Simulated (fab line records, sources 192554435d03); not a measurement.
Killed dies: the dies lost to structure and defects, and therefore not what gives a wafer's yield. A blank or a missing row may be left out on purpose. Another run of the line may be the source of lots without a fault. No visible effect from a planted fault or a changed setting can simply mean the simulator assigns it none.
Which tool did it? ; flow n5 finfet ; 27 wafers from 9 lots sampled at 2 of the route's 1938 steps

## WHAT EACH GAUGE READ, for each wafer
N5_BEOL_M5_OCD_MEAS_38.
lot;measured;on;trench depth nm (nm)
L459;day 8 18:15;ocd-02;73.0 73.0 72.8
L460;day 9 07:56;ocd-02;72.6 71.8 69.8
L462;day 9 15:21;ocd-02;70.0 72.1 72.1
L468;day 10 23:56;ocd-01;120.8 72.4 118.3
L477;day 13 01:40;ocd-01;71.0 69.2 71.9
L479;day 13 20:42;ocd-01;71.8 71.8 69.4
L478;day 14 04:16;ocd-02;70.3 70.1 70.6
L480;day 14 04:11;ocd-02;72.9 72.0 73.5
L482;day 14 13:02;ocd-02;72.3 70.1 72.1

## TOOL THAT RAN EACH LOT (tool first, then ch and the chambers of the sampled wafers, then the start)
lot;N5_BEOL_M5_TRENCH_ETCH_37
L459;rie diel-05 ch 0,1,3, day 8 18:06
L460;rie diel-06 ch 1,2,3, day 9 07:47
L462;rie diel-05 ch 0,1,2, day 9 15:11
L468;rie diel-06 ch 0,1,3, day 10 23:47
L477;rie diel-05 ch 0,2,3, day 13 01:31
L479;rie diel-02 ch 0,1,3, day 13 20:32
L478;rie diel-06 ch 0,2, day 14 04:07
L480;rie diel-05 ch 1,3, day 14 04:02
L482;rie diel-05 ch 0,1,2, day 14 12:53
- N5_BEOL_M5_TRENCH_ETCH_37: etches SiCOH lowk in C4F6/O2, target depth 71.652 nm, time 24.7 s.

## THE ANSWER, worked out from the rows above alone
Rule: the lots themselves supply what counts as usual. Put in order of their means at a reading, lots are off if they are a third of the lots or fewer, leave a main group of 4 or more, and stand apart from it by a gap of 3 or more times the standard deviation of the main group's means; of several such gaps the widest counts. The tables above print the reading to a certain number of digits; a main group whose means all agree to those digits is not used. Also off: a lot with no number at a reading for which 4 or more lots have one. The other lots that the step has rows for count as sound.
Off, at N5_BEOL_M5_OCD_MEAS_38 on trench depth nm: L468. Mean 71.5 nm and standard deviation 0.87 in the main group.
A tool fits if, at a process step before that reading, it ran every lot that is off, and no sound lot after the first of them. Those tools and the gauges at N5_BEOL_M5_OCD_MEAS_38 are tried in the same way. Of those tried, none fits.

## WHAT THE SIMULATOR HAD PUT IN
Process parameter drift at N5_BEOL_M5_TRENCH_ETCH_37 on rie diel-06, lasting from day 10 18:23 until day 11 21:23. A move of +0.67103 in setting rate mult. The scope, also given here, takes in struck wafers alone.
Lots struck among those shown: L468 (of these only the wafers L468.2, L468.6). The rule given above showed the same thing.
